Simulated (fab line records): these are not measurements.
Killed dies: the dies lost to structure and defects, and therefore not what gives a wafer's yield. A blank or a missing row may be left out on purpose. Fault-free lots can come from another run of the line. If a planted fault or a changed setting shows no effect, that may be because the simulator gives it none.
Chamber matching + flow n5_finfet + rie_diel-05 running N5_GATE_CUT_STRIP_42: 4 sister chambers
The step strips in O2. 16 wafers are shown with their chamber, then 8 later ones without.

== EACH WAFER AND ITS CHAMBER ==
| wafer  | chamber | drypump_motor_current_A (A) | throttle_valve_pct (%) | oes_product_au (a.u.) |
|--------|---------|-----------------------------|------------------------|-----------------------|
| L074.1 | 2       | 6.1                         | 16.82                  | 0.75                  |
| L074.2 | 3       | 6.8                         | 16.60                  | 0.80                  |
| L074.3 | 1       | 6.0                         | 16.93                  | 0.70                  |
| L074.4 | 0       | 4.7                         | 16.34                  | 0.96                  |
| L074.5 | 0       | 4.7                         | 16.33                  | 0.95                  |
| L074.6 | 3       | 6.8                         | 16.60                  | 0.80                  |
| L080.1 | 2       | 6.2                         | 16.83                  | 0.74                  |
| L080.3 | 0       | 4.8                         | 16.36                  | 0.93                  |
| L080.6 | 0       | 4.7                         | 16.35                  | 0.92                  |
| L084.3 | 1       | 6.0                         | 16.98                  | 0.68                  |
| L084.5 | 3       | 6.8                         | 16.64                  | 0.78                  |
| L084.6 | 0       | 4.7                         | 16.39                  | 0.90                  |
| L088.2 | 1       | 6.0                         | 16.98                  | 0.67                  |
| L088.3 | 2       | 6.2                         | 16.88                  | 0.72                  |
| L088.5 | 1       | 6.0                         | 16.98                  | 0.68                  |
| L090.1 | 1       | 6.0                         | 16.99                  | 0.67                  |

SIGNATURES (averages over the wafers above)
| reading                 | chamber 0 | chamber 1 | chamber 2 | chamber 3 | scatter within a chamber |
|-------------------------|-----------|-----------|-----------|-----------|--------------------------|
| drypump_motor_current_A | 4.720     | 6.000     | 6.167     | 6.800     | 0.035                    |
| throttle_valve_pct      | 16.3540   | 16.9720   | 16.8433   | 16.6133   | 0.0251                   |
| oes_product_au          | 0.9320    | 0.6800    | 0.7367    | 0.7933    | 0.0174                   |
Rule: for each reading, subtract the chamber's mean from the wafer's reading, divide by that reading's scatter and square the result; add these up over the readings and take the root, which gives the wafer's distance from the chamber. The wafer belongs to the nearest chamber; if the next one is less than 2 further off, it can't be placed. The scatter: take each reading less its chamber's mean, square it, sum over the shown wafers, divide by the number of wafers less the number of chambers, and take the root.

== WAFERS WITH NO CHAMBER GIVEN ==
| wafer  | drypump_motor_current_A (A) | throttle_valve_pct (%) | oes_product_au (a.u.) |
|--------|-----------------------------|------------------------|-----------------------|
| L090.3 | 4.7                         | 16.38                  | 0.88                  |
| L090.6 | 4.7                         | 16.40                  | 0.87                  |
| L091.4 | 4.7                         | 16.39                  | 0.88                  |
| L091.5 | 6.2                         | 16.88                  | 0.72                  |
| L091.6 | 6.8                         | 16.67                  | 0.77                  |
| L096.2 | 4.7                         | 16.42                  | 0.85                  |
| L096.3 | 6.8                         | 16.68                  | 0.75                  |
| L096.6 | 6.8                         | 16.68                  | 0.76                  |

== WHICH CHAMBER EACH WENT THROUGH ==
| wafer  | from the rows above | in truth |
|--------|---------------------|----------|
| L090.3 | 0                   | 0        |
| L090.6 | 0                   | 0        |
| L091.4 | 0                   | 0        |
| L091.5 | 2                   | 2        |
| L091.6 | 3                   | 3        |
| L096.2 | 0                   | 0        |
| L096.3 | 3                   | 3        |
| L096.6 | 3                   | 3        |
8 of 8 placed correctly. Not placeable from these rows: 0. 0 placed wrongly.
